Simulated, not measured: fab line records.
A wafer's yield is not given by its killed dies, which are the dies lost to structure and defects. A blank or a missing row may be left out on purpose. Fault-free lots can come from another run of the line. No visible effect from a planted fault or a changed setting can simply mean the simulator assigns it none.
Which tool did it? / flow n5-finfet / 11 lots with 33 wafers sampled at 5 steps, on a route of 1938 steps

== WHAT THE GAUGES SHOWED, per wafer ==
N5_BEOL_M7_RS_MEAS_57: uses a four-point probe to measure.
lot=L954; measured=day 9 19:06; on=film-metro-02; M7_RS (ohm/sq)=0.274 0.290 0.288
lot=L956; measured=day 10 05:47; on=film-metro-01; M7_RS (ohm/sq)=0.278 0.277 0.288
lot=L959; measured=day 11 00:18; on=film-metro-01; M7_RS (ohm/sq)=0.286 0.284 0.291
lot=L957; measured=day 11 01:26; on=film-metro-01; M7_RS (ohm/sq)=0.290 0.282 0.285
lot=L960; measured=day 11 19:49; on=film-metro-01; M7_RS (ohm/sq)=0.289 0.281 0.291
lot=L961; measured=day 12 08:01; on=film-metro-02; M7_RS (ohm/sq)=0.301 0.298 0.298
lot=L965; measured=day 13 14:59; on=film-metro-02; M7_RS (ohm/sq)=0.284 0.289 0.289
lot=L972; measured=day 14 21:38; on=film-metro-02; M7_RS (ohm/sq)=0.291 0.293 0.288
lot=L973; measured=day 14 21:43; on=film-metro-02; M7_RS (ohm/sq)=0.277 0.289 0.274
lot=L976; measured=day 16 05:36; on=film-metro-02; M7_RS (ohm/sq)=0.280 0.274 0.292
lot=L977; measured=day 16 10:02; on=film-metro-01; M7_RS (ohm/sq)=0.296 0.285 0.291

N5_BEOL_M8_CD_MEAS_18: pitch 80 nm, target cd 40 nm.
lot=L954; measured=day 9 22:50; on=cd-sem-01; cd-nm (nm)=40.1 40.2 40.1
lot=L956; measured=day 10 08:07; on=cd-sem-01; cd-nm (nm)=39.7 39.3 39.7
lot=L959; measured=day 11 03:07; on=cd-sem-01; cd-nm (nm)=40.4 40.8 40.1
lot=L957; measured=day 11 03:52; on=cd-sem-02; cd-nm (nm)=39.8 40.2 39.8
lot=L960; measured=day 11 23:24; on=cd-sem-03; cd-nm (nm)=40.3 40.3 40.7
lot=L961; measured=day 12 11:17; on=cd-sem-01; cd-nm (nm)=39.4 40.2 40.1
lot=L965; measured=day 13 17:43; on=cd-sem-01; cd-nm (nm)=39.6 40.0 40.4
lot=L972; measured=day 15 00:22; on=cd-sem-03; cd-nm (nm)=39.8 40.3 40.9
lot=L973; measured=day 15 00:38; on=cd-sem-02; cd-nm (nm)=40.2 39.9 41.5
lot=L976; measured=day 16 08:59; on=cd-sem-01; cd-nm (nm)=40.0 40.2 40.4
lot=L977; measured=day 16 14:29; on=cd-sem-03; cd-nm (nm)=40.0 39.1 39.9

== EACH LOT AND THE TOOL THAT RAN IT (in order: tool; ch and the chambers of the sampled wafers; start) ==
lot=L954; N5_BEOL_M8_CURE_74=uv-cure-02 ch 2, day 9 19:13; N5_BEOL_M8_DEVELOP_10=litho-track-05 ch 0, day 9 22:09; N5_BEOL_M8_HM_OPEN_17=rie-metal-01 ch 0,1, day 9 22:35
lot=L956; N5_BEOL_M8_CURE_74=uv-cure-03 ch 2, day 10 05:56; N5_BEOL_M8_DEVELOP_10=litho-track-04 ch 0, day 10 07:30; N5_BEOL_M8_HM_OPEN_17=rie-metal-01 ch 0,1, day 10 07:56
lot=L959; N5_BEOL_M8_CURE_74=uv-cure-02 ch 2, day 11 00:45; N5_BEOL_M8_DEVELOP_10=litho-track-04 ch 0, day 11 02:31; N5_BEOL_M8_HM_OPEN_17=rie-metal-03 ch 0,1, day 11 02:58
lot=L957; N5_BEOL_M8_CURE_74=uv-cure-02 ch 0, day 11 01:43; N5_BEOL_M8_DEVELOP_10=litho-track-05 ch 0, day 11 03:15; N5_BEOL_M8_HM_OPEN_17=rie-metal-02 ch 0,1, day 11 03:40
lot=L960; N5_BEOL_M8_CURE_74=uv-cure-03 ch 1, day 11 19:56; N5_BEOL_M8_DEVELOP_10=litho-track-05 ch 0, day 11 22:28; N5_BEOL_M8_HM_OPEN_17=rie-metal-02 ch 0,1, day 11 22:58
lot=L961; N5_BEOL_M8_CURE_74=uv-cure-03 ch 1, day 12 08:09; N5_BEOL_M8_DEVELOP_10=litho-track-02 ch 0, day 12 10:41; N5_BEOL_M8_HM_OPEN_17=rie-metal-03 ch 0,1, day 12 11:07
lot=L965; N5_BEOL_M8_CURE_74=uv-cure-02 ch 0, day 13 15:07; N5_BEOL_M8_DEVELOP_10=litho-track-04 ch 0, day 13 16:50; N5_BEOL_M8_HM_OPEN_17=rie-metal-03 ch 0,1, day 13 17:32
lot=L972; N5_BEOL_M8_CURE_74=uv-cure-01 ch 1, day 14 21:46; N5_BEOL_M8_DEVELOP_10=litho-track-02 ch 0, day 14 23:42; N5_BEOL_M8_HM_OPEN_17=rie-metal-03 ch 0,1, day 15 00:10
lot=L973; N5_BEOL_M8_CURE_74=uv-cure-02 ch 2, day 14 22:02; N5_BEOL_M8_DEVELOP_10=litho-track-05 ch 0, day 14 23:52; N5_BEOL_M8_HM_OPEN_17=rie-metal-01 ch 0, day 15 00:23
lot=L976; N5_BEOL_M8_CURE_74=uv-cure-03 ch 0, day 16 05:44; N5_BEOL_M8_DEVELOP_10=litho-track-02 ch 0, day 16 08:17; N5_BEOL_M8_HM_OPEN_17=rie-metal-02 ch 1, day 16 08:43
lot=L977; N5_BEOL_M8_CURE_74=uv-cure-03 ch 2, day 16 10:20; N5_BEOL_M8_DEVELOP_10=litho-track-04 ch 0, day 16 13:44; N5_BEOL_M8_HM_OPEN_17=rie-metal-01 ch 0, day 16 14:17
- N5_BEOL_M8_CURE_74: cures SiCOH lowk, time 240 s.
- N5_BEOL_M8_DEVELOP_10: develop time 30 s.
- N5_BEOL_M8_HM_OPEN_17: chemistry Cl2/BCl3, target TiN, target depth 20 nm, overetch 6 nm.

== AS READ BY THE TOOLS THEMSELVES (means over the sampled wafers that have a number; for cases with no such wafer, the mark the record gives instead) ==
N5_BEOL_M8_CURE_74.
lot=L954; tool=uv-cure-02; lamp-power-pct (%)=52.34; wafer_temp_C_max=387.1
lot=L956; tool=uv-cure-03; lamp-power-pct (%)=52.28; wafer_temp_C_max=387.5
lot=L959; tool=uv-cure-02; lamp-power-pct (%)=52.28; wafer_temp_C_max=387.2
lot=L957; tool=uv-cure-02; lamp-power-pct (%)=52.30; wafer_temp_C_max=386.2
lot=L960; tool=uv-cure-03; lamp-power-pct (%)=52.38; wafer_temp_C_max=386.0
lot=L961; tool=uv-cure-03; lamp-power-pct (%)=52.31; wafer_temp_C_max=386.4
lot=L965; tool=uv-cure-02; lamp-power-pct (%)=52.32; wafer_temp_C_max=386.6
lot=L972; tool=uv-cure-01; lamp-power-pct (%)=52.35; wafer_temp_C_max=388.1
lot=L973; tool=uv-cure-02; lamp-power-pct (%)=52.33; wafer_temp_C_max=386.7
lot=L976; tool=uv-cure-03; lamp-power-pct (%)=52.34; wafer_temp_C_max=386.5
lot=L977; tool=uv-cure-03; lamp-power-pct (%)=52.28; wafer_temp_C_max=387.3

N5_BEOL_M8_DEVELOP_10.
lot=L954; tool=litho-track-05; exhaust-pa (Pa)=44.9
lot=L956; tool=litho-track-04; exhaust-pa (Pa)=45.2
lot=L959; tool=litho-track-04; exhaust-pa (Pa)=44.9
lot=L957; tool=litho-track-05; exhaust-pa (Pa)=45.4
lot=L960; tool=litho-track-05; exhaust-pa (Pa)=44.7
lot=L961; tool=litho-track-02; exhaust-pa (Pa)=44.8
lot=L965; tool=litho-track-04; exhaust-pa (Pa)=45.3
lot=L972; tool=litho-track-02; exhaust-pa (Pa)=45.2
lot=L973; tool=litho-track-05; exhaust-pa (Pa)=45.9
lot=L976; tool=litho-track-02; exhaust-pa (Pa)=45.1
lot=L977; tool=litho-track-04; exhaust-pa (Pa)=44.7

N5_BEOL_M8_HM_OPEN_17.
lot=L954; tool=rie-metal-01; drypump-motor-current-A (A)=5.7; mfc-ar-sccm (sccm)=25.10; oes-product-au (a.u.)=0.57; throttle-valve-pct (%)=22.50
lot=L956; tool=rie-metal-01; drypump-motor-current-A (A)=5.8; mfc-ar-sccm (sccm)=24.99; oes-product-au (a.u.)=0.58; throttle-valve-pct (%)=22.32
lot=L959; tool=rie-metal-03; drypump-motor-current-A (A)=6.0; mfc-ar-sccm (sccm)=24.93; oes-product-au (a.u.)=0.71; throttle-valve-pct (%)=22.11
lot=L957; tool=rie-metal-02; drypump-motor-current-A (A)=5.2; mfc-ar-sccm (sccm)=25.02; oes-product-au (a.u.)=0.62; throttle-valve-pct (%)=22.42
lot=L960; tool=rie-metal-02; drypump-motor-current-A (A)=5.2; mfc-ar-sccm (sccm)=24.96; oes-product-au (a.u.)=0.60; throttle-valve-pct (%)=22.25
lot=L961; tool=rie-metal-03; drypump-motor-current-A (A)=5.9; mfc-ar-sccm (sccm)=25.03; oes-product-au (a.u.)=0.70; throttle-valve-pct (%)=22.10
lot=L965; tool=rie-metal-03; drypump-motor-current-A (A)=6.0; mfc-ar-sccm (sccm)=24.93; oes-product-au (a.u.)=0.69; throttle-valve-pct (%)=22.12
lot=L972; tool=rie-metal-03; drypump-motor-current-A (A)=5.6; mfc-ar-sccm (sccm)=25.01; oes-product-au (a.u.)=0.69; throttle-valve-pct (%)=22.11
lot=L973; tool=rie-metal-01; drypump-motor-current-A (A)=5.9; mfc-ar-sccm (sccm)=25.04; oes-product-au (a.u.)=0.57; throttle-valve-pct (%)=22.17
lot=L976; tool=rie-metal-02; drypump-motor-current-A (A)=5.1; mfc-ar-sccm (sccm)=24.99; oes-product-au (a.u.)=0.61; throttle-valve-pct (%)=22.60
lot=L977; tool=rie-metal-01; drypump-motor-current-A (A)=6.0; mfc-ar-sccm (sccm)=24.97; oes-product-au (a.u.)=0.57; throttle-valve-pct (%)=22.15

== THE ANSWER, worked out from the rows above alone ==
Rule: what is usual is taken from the lots themselves. Put in order of their means at a reading, lots are off if they are a third of the lots or fewer, leave a main group of 4 or more, and stand apart from it by a gap of 3 or more times the standard deviation of the main group's means; of several such gaps the widest counts. If all means in a main group match to the digits the tables above print for the reading, that group is not used. Also off: a lot with no number at a reading for which 4 or more lots have one. Any other lot the step has rows for is counted as sound. Order of review: gauges by route order, followed by the tools' own readings, for which a lot's mean as printed above is used. The first step at which some lot is off is used, and at that step the reading that is off furthest; a lot without a number counts as furthest.
No lot is off on any of the readings shown, so nothing can be concluded from this.

== WHAT THE SIMULATOR HAD INSERTED ==
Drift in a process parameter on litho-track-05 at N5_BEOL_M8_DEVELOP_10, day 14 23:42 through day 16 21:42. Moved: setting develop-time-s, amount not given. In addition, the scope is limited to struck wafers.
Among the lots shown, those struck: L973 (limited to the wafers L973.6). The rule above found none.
